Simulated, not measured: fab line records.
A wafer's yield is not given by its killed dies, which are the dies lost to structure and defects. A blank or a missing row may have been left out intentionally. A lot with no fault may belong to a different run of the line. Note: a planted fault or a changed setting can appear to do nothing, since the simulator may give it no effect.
Which tool is to blame? -- flow n5 finfet -- at 1 step of a route of 1938, 10 lots with 29 wafers sampled

## WHAT EACH GAUGE READ, for each wafer
N5_SD_EPI_P_EPI_MEAS_23.
lot,measured,on,thk nm (nm)
L370,day 3 15:53,film metro-02,60.2 61.5 60.5
L372,day 4 04:41,film metro-01,61.5 61.8 59.7
L376,day 5 05:07,film metro-02,61.1 59.6 60.9
L381,day 6 11:07,film metro-01,62.0 62.4 61.3
L382,day 6 18:09,film metro-01,61.9 60.0
L383,day 7 02:07,film metro-02,60.5 62.7 63.2
L385,day 7 15:53,film metro-01,62.1 60.1 58.2
L387,day 8 01:54,film metro-01,61.6 60.4 62.3
L389,day 8 11:05,film metro-01,58.5 60.4 59.6
L391,day 8 21:23,film metro-01,60.5 60.5 60.1

## EACH LOT AND THE TOOL THAT RAN IT (in order: tool; ch and the chambers of the sampled wafers; start)
There is no process step in the record ahead of these readings.

## THE ANSWER, worked out from the rows above alone
Rule: what is usual is taken from the lots themselves. The widest of any qualifying gaps counts: lots, ordered by their means at a reading, are off when they make up no more than a third of the lots, leave a main group of 4 or more, and stand apart from it by 3 or more times the standard deviation of that group's means. The tables above print the reading to a certain number of digits; a main group whose means all agree to those digits is not used. Also off: a lot with no number at a reading for which 4 or more lots have one. Where the step has rows for the other lots, those lots are counted as sound.
None of the lots is off at any reading shown; this tells nothing.

## WHAT HAD BEEN PUT IN BY THE SIMULATOR
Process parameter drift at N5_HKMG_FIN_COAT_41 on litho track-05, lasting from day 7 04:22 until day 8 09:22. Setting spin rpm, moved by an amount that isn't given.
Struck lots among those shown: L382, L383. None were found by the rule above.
